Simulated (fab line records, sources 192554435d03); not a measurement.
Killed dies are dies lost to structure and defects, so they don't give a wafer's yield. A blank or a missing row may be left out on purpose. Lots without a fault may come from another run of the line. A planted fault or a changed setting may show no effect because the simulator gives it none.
A struck lot beside a sound one | flow n5_finfet | 15 steps out of a route of 1938
Sound: wafers L809.1, L809.3, L809.6. Struck: wafers L814.1, L814.6. (L814.5 of the same lot was not struck and is left out.) The cause comes at the end.
At each step with rows: each side's tool, then ch and its chambers, then its first start. Under that, the readings that differ: sound wafers | struck wafers | difference of the means | sigmas: that difference in standard deviations of wafers without a fault.
alike: readings whose means differ by less than 2 such deviations, and words and numbers that are the same on both sides. not compared: withheld readings, readings that some wafer has no value for, bounds like >300 that may hide the same value, and numbers for which the record gives no deviation and whose values overlap.
The two part at a step that has a row with sigmas, a row that says differs or no value, or rows on one side only. Numbers that don't overlap but have no deviation are shown without sigmas and don't part them. A reading that every wafer of one side lacks parts them only if that side has two wafers or more.

N5_BEOL_M9_CD_MEAS_35: target cd 70 nm, target cd y 40 nm.
  sound on cd_sem-02, day 12 07:19; struck on cd_sem-03, day 14 00:55
  alike: cd_nm
then, 1 step without rows for these wafers: N5_BEOL_M9_CURE_72 (cures SiCOH lowk, time 120 s).
N5_BEOL_M9_DEGAS_44: time 60 s.
  sound on pvd_sputter-02, day 12 08:00; struck on pvd_sputter-03, day 14 01:17
  alike: heater_power_w, susceptor_temp_C
then, 1 step without rows for these wafers: N5_BEOL_M9_PRE_CLEAN_45 (time 30 s).
N5_BEOL_M9_ALD_74: deposits TaN, target thk 2 nm, pulse time 2 s, purge time 3 s.
  sound on ald_metal-02 ch 0,1,3, day 12 08:06; struck on ald_metal-02 ch 0,2, day 14 01:29
  reading                               | sound             | struck      | difference | sigmas
  precursor_vessel_pressure_torr (Torr) | 26.24 26.34 26.30 | 26.13 26.24 | -0.11      | -2
  alike: heater_power_w, susceptor_temp_C
then, 2 steps without rows for these wafers: N5_BEOL_M9_SURFACE_TREAT_79; N5_BEOL_M9_CVD_78 (deposits Co from CCTBA/H2, target thk 2 nm, time 138.9 s).
N5_BEOL_M9_SPUTTER_48: material Cu, target thk 12 nm, time 2 s.
  sound on pvd_sputter-02, day 12 08:46; struck on pvd_sputter-02, day 14 02:11
  alike: susceptor_temp_C, throttle_valve_pct
then, 1 step without rows for these wafers: N5_BEOL_M9_ECD_50 (material Cu, target thk 318 nm).
N5_BEOL_M9_ANNEAL_51: time 90 s.
  sound on rtp_anneal-02 ch 0, day 12 09:06; struck on rtp_anneal-01 ch 0, day 14 02:43
  alike: anneal_temp_c, wafer_temp_C_max
N5_BEOL_M9_CMP_52: polishes, stops on SiCOH lowk, t overpolish 7 s, target thk 140 nm.
  sound on cmp-04 ch 0,1, day 12 09:24; struck on cmp-01 ch 1,2, day 14 03:03
  alike: barrier_field_endpoint_s, head_pressure_psi, motor_current_A, overpolish_run_s, retaining_ring_pressure_frac, time_to_endpoint_s
  not compared: pad_life_wafers
N5_BEOL_M9_THK_MEAS_53: measures by xrf.
  sound on film_metro-02, day 12 09:41; struck on film_metro-01, day 14 03:20
  alike: M9_THK
N5_BEOL_M9_PRE_CLEAN_55: time 15 s.
  sound on pecvd-03 ch 0,2, day 12 09:44; struck on pecvd-03 ch 1, day 14 03:23
  reading            | sound             | struck      | difference | sigmas
  rf_fwd_power_W (W) | 295.9 292.3 295.9 | 266.7 266.1 | -28.3      | -16
then, 1 step without rows for these wafers: N5_BEOL_M9_DEP_56 (deposits SiCN from 3MS/NH3, target thk 15 nm, time 26.5 s).
-- the record jumps here: 3 days lie between the struck wafers' starts before and after (it left off in module BEOL_M9 and takes up again in module PASSIVATION, whose first step shown is number 1936 of the route) --
N5_PASSIVATION_PROBE_49:
  sound on prober-01, day 15 02:16; struck on prober-01, day 16 17:59
  alike: defect_limited_yield, killed_at_M0_to_M3, killed_at_M4_up, killed_at_contacts, killed_at_front_end, killed_at_other, killed_dies, killed_open, killed_short, sort_bin_5_function, sort_bin_6_memory, sort_n_pass, sort_yield_pct

WHERE THEY PART
First at N5_BEOL_M9_ALD_74; last, within this record, at N5_BEOL_M9_PRE_CLEAN_55. Later steps at which nothing parts them and some readings are alike: N5_PASSIVATION_PROBE_49.

WHY: what the simulator had put in
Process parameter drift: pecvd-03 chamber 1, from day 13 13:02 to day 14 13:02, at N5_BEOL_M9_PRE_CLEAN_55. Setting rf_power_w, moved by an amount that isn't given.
